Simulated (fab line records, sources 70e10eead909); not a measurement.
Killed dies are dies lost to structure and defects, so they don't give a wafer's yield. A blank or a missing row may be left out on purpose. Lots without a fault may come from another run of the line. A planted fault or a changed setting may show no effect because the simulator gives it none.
Which tool did it? | flow nand_harc | 23 lots, 69 wafers sampled, at 6 steps of a route of 1302

WHAT THE GAUGES READ, wafer by wafer
The record holds no reading of a measuring or inspecting step that can be judged against a usual standard deviation.

WHICH TOOL RAN EACH LOT (tool, then ch and the chambers of the sampled wafers, then the start)
lot  | NHARC_A_CHANNEL_HOLE_D1_ETCH_21  | NHARC_A_CHANNEL_HOLE_D2_ETCH_34               | NHARC_A_CHANNEL_HOLE_D2_ETCH_23  | NHARC_A_CHANNEL_FILL_D2_ALD_16   | NHARC_A_CHANNEL_FILL_D2_ETCHBACK_19 | NHARC_A_CHANNEL_FILL_D2_STRIP_29
L074 | har_etch-02 ch 0,1, day 8 09:15  | rie_diel-05 ch 0,1,2, day 12 22:28 or earlier | har_etch-02 ch 0,1, day 12 22:28 | ald_hk-04 ch 0,1,3, day 13 17:29 | rie_si-03 ch 1,2,3, day 14 05:19    | rie_diel-12 ch 1,2,3, no start
L075 | har_etch-01 ch 1, day 9 05:50    | rie_diel-07 ch 2,3, day 13 18:34 or earlier   | har_etch-01 ch 0,1, day 13 18:34 | ald_hk-03 ch 0,1,3, day 14 11:16 | rie_si-06 ch 1,3, day 14 23:04      | rie_diel-04 ch 0,1,2, no start
L076 | har_etch-02 ch 1, day 9 13:18    | rie_diel-07 ch 0,1,3, day 14 13:06 or earlier | har_etch-01 ch 0,1, day 14 13:06 | ald_hk-03 ch 0,2,3, day 15 05:49 | rie_si-06 ch 0,3, day 15 20:38      | rie_diel-12 ch 0,2, no start
L077 | har_etch-01 ch 0,1, day 9 21:02  | rie_diel-05 ch 0,1,2, day 14 17:11 or earlier | har_etch-02 ch 0,1, day 14 17:11 | ald_hk-01 ch 0,1,3, day 15 10:17 | rie_si-01 ch 0,2,3, day 15 20:38    | rie_diel-04 ch 0,1,3, no start
L078 | har_etch-01 ch 0,1, day 10 05:12 | rie_diel-10 ch 1,2,3, day 15 01:51 or earlier | har_etch-02 ch 0,1, day 15 01:51 | ald_hk-03 ch 0,1,2, day 15 18:17 | rie_si-06 ch 0,3, day 16 05:38      | rie_diel-04 ch 0,3, no start
L079 | har_etch-01 ch 0,1, day 10 15:53 | rie_diel-07 ch 1,2,3, day 15 09:34 or earlier | har_etch-01 ch 0,1, day 15 09:34 | ald_hk-04 ch 0,1, day 16 02:24   | rie_si-06 ch 0,1,2, day 16 14:55    | rie_diel-12 ch 0,2,3, no start
L080 | har_etch-02 ch 0,1, day 11 05:02 | rie_diel-10 ch 0,1,3, day 15 21:21 or earlier | har_etch-02 ch 0,1, day 15 21:21 | ald_hk-04 ch 1,2, day 16 15:17   | rie_si-03 ch 0,1,3, day 17 04:45    | rie_diel-04 ch 0,2,3, no start
L081 | har_etch-02 ch 0,1, day 11 09:15 | rie_diel-07 ch 0,1,2, day 15 21:52 or earlier | har_etch-01 ch 0,1, day 15 21:52 | ald_hk-01 ch 2,3, day 16 15:17   | rie_si-06 ch 0,2, day 17 04:44      | rie_diel-09 ch 1,3, day 18 01:04
L082 | har_etch-01 ch 0,1, day 12 04:07 | rie_diel-05 ch 1,2,3, day 16 19:34 or earlier | har_etch-01 ch 0,1, day 16 19:34 | ald_hk-04 ch 0,2,3, day 17 11:49 | rie_si-01 ch 1,2, day 17 23:59      | rie_diel-12 ch 2,3, no start
L083 | har_etch-02 ch 0,1, day 12 09:07 | rie_diel-10 ch 0,1,2, day 16 19:17 or earlier | har_etch-02 ch 0,1, day 16 19:17 | ald_hk-04 ch 0,2,3, day 17 11:58 | rie_si-03 ch 0,1, day 17 23:59      | rie_diel-04 ch 0,1,3, no start
L084 | har_etch-02 ch 0,1, day 12 13:24 | rie_diel-10 ch 0,3, day 17 13:04 or earlier   | har_etch-01 ch 0,1, day 17 13:04 | ald_hk-04 ch 1,2, day 18 05:53   | rie_si-06 ch 2,3, day 18 17:38      | rie_diel-04 ch 0,2,3, no start
L085 | har_etch-02 ch 0,1, day 13 02:16 | rie_diel-10 ch 0,1, day 17 18:51 or earlier   | har_etch-01 ch 0,1, day 17 18:51 | ald_hk-04 ch 1,2,3, day 18 12:34 | rie_si-03 ch 2,3, day 19 01:32      | rie_diel-04 ch 0,3, no start
L086 | har_etch-01 ch 0,1, day 13 09:50 | rie_diel-10 ch 0,1,3, day 18 07:35 or earlier | har_etch-02 ch 1, day 18 07:35   | ald_hk-03 ch 0,2, day 19 00:13   | rie_si-06 ch 2,3, day 19 15:38      | rie_diel-04 ch 1,2, no start
L087 | har_etch-02 ch 1, day 14 08:13   | rie_diel-07 ch 0,2,3, day 18 21:12 or earlier | har_etch-01 ch 0,1, day 18 21:12 | ald_hk-03 ch 0,1,2, day 19 13:44 | rie_si-03 ch 0,1,2, day 20 01:38    | rie_diel-04 ch 0,1,2, day 20 19:23
L089 | har_etch-02 ch 0,1, day 14 20:18 | rie_diel-05 ch 0,1,3, day 19 18:41 or earlier | har_etch-01 ch 0,1, day 19 18:41 | ald_hk-04 ch 0,2,3, day 20 11:14 | rie_si-01 ch 2,3, day 20 22:58      | rie_diel-12 ch 0,2, no start
L088 | har_etch-01 ch 0,1, day 14 20:40 | rie_diel-10 ch 1,2,3, day 19 18:37 or earlier | har_etch-02 ch 0,1, day 19 18:37 | ald_hk-01 ch 0,1,3, day 20 11:12 | rie_si-06 ch 1,2,3, day 20 22:58    | rie_diel-04 ch 0,1,3, no start
L090 | har_etch-02 ch 0,1, day 15 16:10 | rie_diel-05 ch 1,2,3, day 20 07:08 or earlier | har_etch-02 ch 0,1, day 20 07:08 | ald_hk-04 ch 0,2, day 20 21:28   | rie_si-06 ch 1,2, day 21 10:57      | rie_diel-04 ch 0,3, no start
L092 | har_etch-01 ch 0, day 16 06:41   | rie_diel-10 ch 0,2,3, day 21 05:02 or earlier | har_etch-02 ch 0,1, day 21 05:02 | ald_hk-04 ch 0,1,3, day 21 21:48 | rie_si-06 ch 0,1,2, day 22 12:28    | rie_diel-12 ch 0,2, no start
L093 | har_etch-01 ch 0,1, day 16 23:46 | rie_diel-07 ch 0,2, day 21 18:58 or earlier   | har_etch-02 ch 0,1, day 21 18:58 | ald_hk-04 ch 1,3, day 22 10:27   | rie_si-01 ch 0,2,3, day 22 22:09    | rie_diel-04 ch 1,3, no start
L094 | har_etch-01 ch 0,1, day 17 03:58 | rie_diel-05 ch 0,3, day 21 18:01 or earlier   | har_etch-01 ch 0,1, day 21 18:01 | ald_hk-03 ch 0,2, day 22 10:26   | rie_si-03 ch 1,3, day 22 22:08      | rie_diel-12 ch 1,2, no start
L095 | har_etch-02 ch 0,1, day 17 15:31 | rie_diel-05 ch 0,2, day 22 05:02 or earlier   | har_etch-02 ch 0,1, day 22 05:02 | ald_hk-01 ch 0,2,3, day 22 21:39 | rie_si-06 ch 0,1,2, day 23 12:14    | rie_diel-04 ch 0,2,3, no start
L096 | har_etch-01 ch 0,1, day 18 03:01 | rie_diel-07 ch 0,1,2, day 22 18:49 or earlier | har_etch-02 ch 0,1, day 22 18:49 | ald_hk-04 ch 0,1,3, day 23 12:26 | rie_si-06 ch 1,2,3, day 24 00:22    | rie_diel-04 ch 1,2, no start
L097 | har_etch-01 ch 0,1, day 18 10:16 | rie_diel-07 ch 0,1,3, day 23 02:35 or earlier | har_etch-01 ch 1, day 23 02:35   | ald_hk-04 ch 0,1,3, day 23 19:42 | rie_si-01 ch 2,3, day 24 07:28      | rie_diel-04 ch 1,2, no start
- NHARC_A_CHANNEL_HOLE_D1_ETCH_21: etches the open film in C4F8/O2/Ar, time 514.3 s, target depth 1600 nm.
- NHARC_A_CHANNEL_HOLE_D2_ETCH_34: etches the open film in CF4/CHF3, target depth 154 nm, time 77 s.
- NHARC_A_CHANNEL_HOLE_D2_ETCH_23: etches the open film in C4F8/O2/Ar, time 819 s, target depth 1600 nm.
- NHARC_A_CHANNEL_FILL_D2_ALD_16: deposits SiO2, target thk 1.5 nm, pulse time 10 s, ald cycles 15.
- NHARC_A_CHANNEL_FILL_D2_ETCHBACK_19: etches the open film in HBr/Cl2, target depth 5 nm, time 1.7 s.
- NHARC_A_CHANNEL_FILL_D2_STRIP_29: strips in O2, time 20 s.

WHAT THE TOOLS THEMSELVES READ (means of the sampled wafers that have a number; where no wafer has one, the mark that the record gives instead)
NHARC_A_CHANNEL_HOLE_D1_ETCH_21. Usual: drypump_motor_current_A 6.0 A, standard deviation 0.42; showerhead_plenum_p_Torr 3.73 Torr, standard deviation 0.094; throttle_valve_pct 32.155 %, standard deviation 0.0092.
lot  | tool        | drypump_motor_current_A (A) | showerhead_plenum_p_Torr (Torr) | throttle_valve_pct (%) | flag
L074 | har_etch-02 | 5.8                         | 3.67                            | 32.153                 |
L075 | har_etch-01 | 6.2                         | 3.73                            | 32.156                 |
L076 | har_etch-02 | 6.6                         | 3.76                            | 32.162                 |
L077 | har_etch-01 | 6.1                         | 3.78                            | 32.154                 |
L078 | har_etch-01 | 6.0                         | 3.82                            | 32.155                 |
L079 | har_etch-01 | 6.1                         | 3.77                            | 32.150                 |
L080 | har_etch-02 | 5.8                         | 3.65                            | 32.160                 |
L081 | har_etch-02 | 6.2                         | 3.70                            | 32.154                 |
L082 | har_etch-01 | 6.1                         | 3.76                            | 32.162                 |
L083 | har_etch-02 | 6.2                         | 3.69                            | 32.158                 |
L084 | har_etch-02 | 5.8                         | 3.64                            | 32.151                 |
L085 | har_etch-02 | 5.8                         | 3.64                            | 32.152                 |
L086 | har_etch-01 | 6.0                         | 3.80                            | 32.160                 |
L087 | har_etch-02 | 6.6                         | 3.73                            | 32.156                 |
L089 | har_etch-02 | 5.8                         | 3.63                            | 32.151                 |
L088 | har_etch-01 | 6.0                         | 3.79                            | 32.153                 |
L090 | har_etch-02 | 6.2                         | 3.66                            | 32.157                 |
L092 | har_etch-01 | 5.9                         | 3.82                            | 32.154                 |
L093 | har_etch-01 | 6.0                         | 3.77                            | 32.163                 |
L094 | har_etch-01 | 6.1                         | 3.72                            | 32.154                 |
L095 | har_etch-02 | 5.8                         | 3.85                            | 32.150                 |
L096 | har_etch-01 | 6.0                         | 3.76                            | 32.154                 |
L097 | har_etch-01 | 6.0                         | 3.75                            | 32.150                 |

NHARC_A_CHANNEL_HOLE_D2_ETCH_34. Usual: drypump_motor_current_A 5.6 A, standard deviation 0.45; oes_product_au 0.958 a.u., standard deviation 0.016; rf_vpp_V 371.2 V, standard deviation 2.6; showerhead_plenum_p_Torr 1.59 Torr, standard deviation 0.078; throttle_valve_pct 16.802 %, standard deviation 0.0098.
lot  | tool        | drypump_motor_current_A (A) | oes_product_au (a.u.) | rf_vpp_V (V) | showerhead_plenum_p_Torr (Torr) | throttle_valve_pct (%) | flag
L074 | rie_diel-05 | 5.7                         | 0.962                 | 369.6        | 1.53                            | 16.803                 |
L075 | rie_diel-07 | 5.5                         | 0.976                 | 373.5        | 1.67                            | 16.802                 |
L076 | rie_diel-07 | 5.3                         | 0.974                 | 369.7        | 1.56                            | 16.802                 |
L077 | rie_diel-05 | 5.7                         | 0.950                 | 368.8        | 1.53                            | 16.795                 |
L078 | rie_diel-10 | 5.6                         | 0.961                 | 370.5        | 1.57                            | 16.799                 |
L079 | rie_diel-07 | 5.4                         | 0.965                 | 372.3        | 1.61                            | 16.807                 |
L080 | rie_diel-10 | 5.7                         | 0.949                 | 371.7        | 1.62                            | 16.798                 |
L081 | rie_diel-07 | 5.4                         | 0.936                 | 370.0        | 1.55                            | 16.798                 |
L082 | rie_diel-05 | 5.5                         | 0.944                 | 370.4        | 1.57                            | 16.805                 |
L083 | rie_diel-10 | 5.6                         | 0.954                 | 372.1        | 1.63                            | 16.797                 |
L084 | rie_diel-10 | 6.2                         | 0.964                 | 372.8        | 1.62                            | 16.791                 |
L085 | rie_diel-10 | 5.7                         | 0.952                 | 373.7        | 1.67                            | 16.794                 |
L086 | rie_diel-10 | 5.8                         | 0.927                 | 373.2        | 1.61                            | 16.787                 |
L087 | rie_diel-07 | 5.5                         | 0.930                 | 371.4        | 1.61                            | 16.806                 |
L089 | rie_diel-05 | 5.3                         | 0.979                 | 369.9        | 1.55                            | 16.813                 |
L088 | rie_diel-10 | 5.6                         | 0.974                 | 370.9        | 1.57                            | 16.805                 |
L090 | rie_diel-05 | 5.5                         | 0.967                 | 370.3        | 1.57                            | 16.805                 |
L092 | rie_diel-10 | 6.0                         | 0.962                 | 370.3        | 1.58                            | 16.794                 |
L093 | rie_diel-07 | 5.7                         | 0.970                 | 372.2        | 1.60                            | 16.808                 |
L094 | rie_diel-05 | 5.2                         | 0.959                 | 370.9        | 1.61                            | 16.796                 |
L095 | rie_diel-05 | 6.1                         | 0.974                 | 370.0        | 1.56                            | 16.794                 |
L096 | rie_diel-07 | 5.5                         | 0.968                 | 370.2        | 1.55                            | 16.805                 |
L097 | rie_diel-07 | 5.3                         | 0.958                 | 370.7        | 1.56                            | 16.810                 |

NHARC_A_CHANNEL_HOLE_D2_ETCH_23. Usual: drypump_motor_current_A 6.0 A, standard deviation 0.43; showerhead_plenum_p_Torr 3.73 Torr, standard deviation 0.1; throttle_valve_pct 32.155 %, standard deviation 0.0088.
lot  | tool        | drypump_motor_current_A (A) | showerhead_plenum_p_Torr (Torr) | throttle_valve_pct (%) | flag
L074 | har_etch-02 | 6.2                         | 3.68                            | 32.153                 |
L075 | har_etch-01 | 6.1                         | 3.75                            | 32.154                 |
L076 | har_etch-01 | 6.1                         | 3.74                            | 32.163                 |
L077 | har_etch-02 | 5.8                         | 3.63                            | 32.156                 |
L078 | har_etch-02 | 6.2                         | 3.67                            | 32.165                 |
L079 | har_etch-01 | 6.0                         | 3.78                            | 32.160                 |
L080 | har_etch-02 | 6.2                         | 3.66                            | 32.157                 |
L081 | har_etch-01 | 6.1                         | 3.73                            | 32.153                 |
L082 | har_etch-01 | 6.0                         | 3.77                            | 32.160                 |
L083 | har_etch-02 | 5.8                         | 3.61                            | 32.154                 |
L084 | har_etch-01 | 6.0                         | 3.76                            | 32.151                 |
L085 | har_etch-01 | 6.0                         | 3.76                            | 32.148                 |
L086 | har_etch-02 | 6.6                         | 3.70                            | 32.152                 |
L087 | har_etch-01 | 6.1                         | 3.70                            | 32.153                 |
L089 | har_etch-01 | 6.1                         | 3.70                            | 32.150                 |
L088 | har_etch-02 | 6.2                         | 3.77                            | 32.161                 |
L090 | har_etch-02 | 5.8                         | 3.83                            | 32.161                 |
L092 | har_etch-02 | 6.2                         | 3.75                            | 32.150                 |
L093 | har_etch-02 | 5.8                         | 3.82                            | 32.151                 |
L094 | har_etch-01 | 6.0                         | 3.73                            | 32.143                 |
L095 | har_etch-02 | 5.8                         | 3.82                            | 32.155                 |
L096 | har_etch-02 | 5.8                         | 3.81                            | 32.153                 |
L097 | har_etch-01 | 6.2                         | 3.62                            | 32.159                 |

NHARC_A_CHANNEL_FILL_D2_ALD_16. Usual: heater_power_outer_w 254 W, standard deviation 27; heater_power_w 461 W, standard deviation 48; precursor_pulse_height_rel 1.000, standard deviation 0.021.
lot  | tool      | heater_power_outer_w (W) | heater_power_w (W) | precursor_pulse_height_rel | flag
L074 | ald_hk-04 | 267                      | 465                | 0.998                      |
L075 | ald_hk-03 | 270                      | 509                | 1.003                      |
L076 | ald_hk-03 | 271                      | 497                | 1.019                      |
L077 | ald_hk-01 | 257                      | 463                | 1.004                      |
L078 | ald_hk-03 | 254                      | 471                | 0.994                      |
L079 | ald_hk-04 | 269                      | 486                | 1.009                      |
L080 | ald_hk-04 | 244                      | 453                | 1.003                      |
L081 | ald_hk-01 | 196                      | 345                | 0.990                      |
L082 | ald_hk-04 | 262                      | 470                | 1.000                      |
L083 | ald_hk-04 | 263                      | 471                | 1.000                      |
L084 | ald_hk-04 | 245                      | 442                | 1.019                      |
L085 | ald_hk-04 | 247                      | 454                | 0.984                      |
L086 | ald_hk-03 | 261                      | 476                | 0.996                      |
L087 | ald_hk-03 | 249                      | 472                | 1.009                      |
L089 | ald_hk-04 | 255                      | 460                | 1.000                      |
L088 | ald_hk-01 | 261                      | 467                | 0.987                      |
L090 | ald_hk-04 | 269                      | 474                | 1.010                      |
L092 | ald_hk-04 | 259                      | 462                | 0.987                      |
L093 | ald_hk-04 | 247                      | 445                | 0.988                      |
L094 | ald_hk-03 | 255                      | 451                | 1.012                      |
L095 | ald_hk-01 | 221                      | 395                | 1.003                      |
L096 | ald_hk-04 | 258                      | 460                | 0.994                      |
L097 | ald_hk-04 | 256                      | 464                | 1.005                      |

NHARC_A_CHANNEL_FILL_D2_ETCHBACK_19. Usual: drypump_motor_current_A 5.7 A, standard deviation 0.41; oes_product_au 1.001 a.u., standard deviation 0.0088; throttle_valve_pct 26.406 %, standard deviation 0.0093.
lot  | tool      | drypump_motor_current_A (A) | oes_product_au (a.u.) | throttle_valve_pct (%) | flag
L074 | rie_si-03 | 5.7                         | 0.993                 | 26.406                 |
L075 | rie_si-06 | 5.6                         | 1.008                 | 26.417                 |
L076 | rie_si-06 | 6.0                         | 1.011                 | 26.393                 |
L077 | rie_si-01 | 6.0                         | 1.004                 | 26.408                 |
L078 | rie_si-06 | 6.0                         | 1.002                 | 26.422                 |
L079 | rie_si-06 | 5.6                         | 1.008                 | 26.410                 |
L080 | rie_si-03 | 5.6                         | 0.996                 | 26.396                 |
L081 | rie_si-06 | 5.7                         | 1.002                 | 26.398                 |
L082 | rie_si-01 | 5.4                         | 0.996                 | 26.403                 |
L083 | rie_si-03 | 5.4                         | 1.001                 | 26.405                 |
L084 | rie_si-06 | 5.8                         | 1.007                 | 26.404                 |
L085 | rie_si-03 | 5.5                         | 0.997                 | 26.401                 |
L086 | rie_si-06 | 6.0                         | 1.005                 | 26.409                 |
L087 | rie_si-03 | 5.6                         | 1.002                 | 26.402                 |
L089 | rie_si-01 | 5.9                         | 1.009                 | 26.410                 |
L088 | rie_si-06 | 5.7                         | 0.995                 | 26.407                 |
L090 | rie_si-06 | 5.4                         | 1.000                 | 26.410                 |
L092 | rie_si-06 | 5.6                         | 0.996                 | 26.407                 |
L093 | rie_si-01 | 6.0                         | 1.004                 | 26.404                 |
L094 | rie_si-03 | 6.0                         | 0.991                 | 26.401                 |
L095 | rie_si-06 | 5.6                         | 0.992                 | 26.407                 |
L096 | rie_si-06 | 5.7                         | 0.996                 | 26.410                 |
L097 | rie_si-01 | 5.9                         | 0.991                 | 26.412                 |

NHARC_A_CHANNEL_FILL_D2_STRIP_29. Usual: drypump_motor_current_A 5.7 A, standard deviation 0.44; oes_product_au 0.996 a.u., standard deviation 0.0095; rf_vpp_V 57.9 V, standard deviation 0.88; showerhead_plenum_p_Torr 3.64 Torr, standard deviation 0.12; throttle_valve_pct 17.036 %, standard deviation 0.0095.
lot  | tool        | drypump_motor_current_A (A) | oes_product_au (a.u.) | rf_vpp_V (V) | showerhead_plenum_p_Torr (Torr) | throttle_valve_pct (%) | flag
L074 | rie_diel-12 | 6.1                         | 0.995                 | 56.9         | 3.50                            | 17.044                 |
L075 | rie_diel-04 | 5.8                         | 0.995                 | 57.6         | 3.68                            | 17.030                 |
L076 | rie_diel-12 | 5.4                         | 0.999                 | 57.7         | 3.47                            | 17.039                 |
L077 | rie_diel-04 | 5.6                         | 0.986                 | 57.4         | 3.71                            | 17.045                 |
L078 | rie_diel-04 | 5.9                         | 0.997                 | 58.1         | 3.78                            | 17.031                 |
L079 | rie_diel-12 | 5.8                         | 0.998                 | 57.1         | 3.49                            | 17.046                 |
L080 | rie_diel-04 | 5.8                         | 0.995                 | 58.7         | 3.74                            | 17.035                 |
L081 | rie_diel-09 | 5.6                         | 0.994                 | 58.5         | 3.64                            | 17.030                 |
L082 | rie_diel-12 | 5.9                         | 0.994                 | 58.1         | 3.43                            | 17.037                 |
L083 | rie_diel-04 | 5.6                         | 0.978                 | 58.4         | 3.71                            | 17.034                 |
L084 | rie_diel-04 | 5.8                         | 1.004                 | 58.2         | 3.74                            | 17.036                 |
L085 | rie_diel-04 | 5.9                         | 0.991                 | 59.0         | 3.77                            | 17.043                 |
L086 | rie_diel-04 | 5.5                         | 0.985                 | 57.9         | 3.62                            | 17.036                 |
L087 | rie_diel-04 | 5.8                         | 0.987                 | 58.2         | 3.68                            | 17.047                 |
L089 | rie_diel-12 | 5.3                         | 1.006                 | 57.7         | 3.53                            | 17.041                 |
L088 | rie_diel-04 | 5.6                         | 0.993                 | 58.0         | 3.71                            | 17.028                 |
L090 | rie_diel-04 | 5.9                         | 0.997                 | 57.9         | 3.77                            | 17.036                 |
L092 | rie_diel-12 | 5.4                         | 0.994                 | 57.3         | 3.47                            | 17.045                 |
L093 | rie_diel-04 | 5.4                         | 1.003                 | 57.9         | 3.70                            | 17.041                 |
L094 | rie_diel-12 | 5.7                         | 0.996                 | 58.1         | 3.48                            | 17.029                 |
L095 | rie_diel-04 | 5.8                         | 1.001                 | 58.1         | 3.74                            | 17.035                 |
L096 | rie_diel-04 | 5.5                         | 0.994                 | 58.5         | 3.62                            | 17.028                 |
L097 | rie_diel-04 | 5.5                         | 1.003                 | 56.9         | 3.62                            | 17.038                 |

THE ANSWER, worked out from the rows above alone
Rule: a lot is off if the mean of its wafers that have a number lies more than 3 standard deviations from the usual mean. A lot without any number at a reading at which 4 lots or more have one is off too. The other lots that the step has rows for count as sound. The gauges are gone through in route order, then the tools' own readings, and for those a lot's mean is taken as printed above. The first step at which some lot is off is used, and at that step the reading that is off furthest; a lot without a number counts as furthest.
No lot is off at any reading shown: from this, nothing can be told.

WHAT THE SIMULATOR HAD PUT IN
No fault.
